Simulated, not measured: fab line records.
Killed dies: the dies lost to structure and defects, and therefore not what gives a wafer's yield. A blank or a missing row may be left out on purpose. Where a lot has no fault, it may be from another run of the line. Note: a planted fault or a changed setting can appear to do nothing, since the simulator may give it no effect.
Which tool was responsible? || flow nand harc || Sampling: 11 lots, 33 wafers, 2 of 1302 route steps

== WHAT EACH GAUGE READ, for each wafer ==
NHARC_A_CONTACT_CD_MEAS_69 targets a cd of 300 nm.
{"lot": "L076", "measured": "day 22 08:22", "on": "cd sem-02", "cd nm (nm)": "300.6 301.5 299.9"}
{"lot": "L078", "measured": "day 23 03:05", "on": "cd sem-02", "cd nm (nm)": "299.5 300.4 301.0"}
{"lot": "L080", "measured": "day 24 01:18", "on": "cd sem-03", "cd nm (nm)": "299.9 301.2 300.3"}
{"lot": "L083", "measured": "day 25 08:26", "on": "cd sem-01", "cd nm (nm)": "299.6 300.0 299.8"}
{"lot": "L084", "measured": "day 26 10:21", "on": "cd sem-03", "cd nm (nm)": "300.0 300.9 301.3"}
{"lot": "L087", "measured": "day 27 06:18", "on": "cd sem-03", "cd nm (nm)": "299.7 299.6 300.0"}
{"lot": "L088", "measured": "day 27 21:42", "on": "cd sem-03", "cd nm (nm)": "300.2 299.8 299.7"}
{"lot": "L090", "measured": "day 29 05:50", "on": "cd sem-01", "cd nm (nm)": "299.8 301.0 300.2"}
{"lot": "L093", "measured": "day 29 18:36", "on": "cd sem-03", "cd nm (nm)": "300.5 300.6 299.9"}
{"lot": "L096", "measured": "day 31 00:57", "on": "cd sem-02", "cd nm (nm)": "300.3 301.4 299.9"}
{"lot": "L097", "measured": "day 31 15:07", "on": "cd sem-02", "cd nm (nm)": "299.7 300.5 301.7"}

== EACH LOT AND THE TOOL THAT RAN IT (in order: tool; ch and the chambers of the sampled wafers; start) ==
{"lot": "L076", "NHARC_A_CONTACT_ETCH_122": "har cap etch-03 ch 0,1, day 22 01:53"}
{"lot": "L078", "NHARC_A_CONTACT_ETCH_122": "har cap etch-03 ch 0,1, day 22 20:52"}
{"lot": "L080", "NHARC_A_CONTACT_ETCH_122": "har cap etch-02 ch 0,1, day 23 19:07"}
{"lot": "L083", "NHARC_A_CONTACT_ETCH_122": "har cap etch-01 ch 1, day 25 01:55"}
{"lot": "L084", "NHARC_A_CONTACT_ETCH_122": "har cap etch-01 ch 0,1, day 26 04:13"}
{"lot": "L087", "NHARC_A_CONTACT_ETCH_122": "har cap etch-02 ch 0,1, day 26 21:08"}
{"lot": "L088", "NHARC_A_CONTACT_ETCH_122": "har cap etch-01 ch 0,1, day 27 15:23"}
{"lot": "L090", "NHARC_A_CONTACT_ETCH_122": "har cap etch-02 ch 0,1, day 28 22:08"}
{"lot": "L093", "NHARC_A_CONTACT_ETCH_122": "har cap etch-03 ch 0,1, day 29 11:33"}
{"lot": "L096", "NHARC_A_CONTACT_ETCH_122": "har cap etch-03 ch 0,1, day 30 15:07"}
{"lot": "L097", "NHARC_A_CONTACT_ETCH_122": "har cap etch-02 ch 0,1, day 31 08:41"}
- NHARC_A_CONTACT_ETCH_122: etches the open film in C4F8/O2/Ar, time 190 s, target depth 1850 nm.

== THE ANSWER, worked out from the rows above alone ==
Rule: the usual values come from the lots themselves. Put in order of their means at a reading, lots are off if they are a third of the lots or fewer, leave a main group of 4 or more, and stand apart from it by a gap of 3 or more times the standard deviation of the main group's means; of several such gaps the widest counts. A main group whose means are all the same, to the digits that the tables above print for the reading, isn't used. A lot without any number at a reading at which 4 lots or more have one is off too. Where the step has rows for the other lots, those lots are counted as sound.
Across all readings shown, no lot is off: no conclusion can be drawn from this.

== WHAT WAS PUT IN BY THE SIMULATOR ==
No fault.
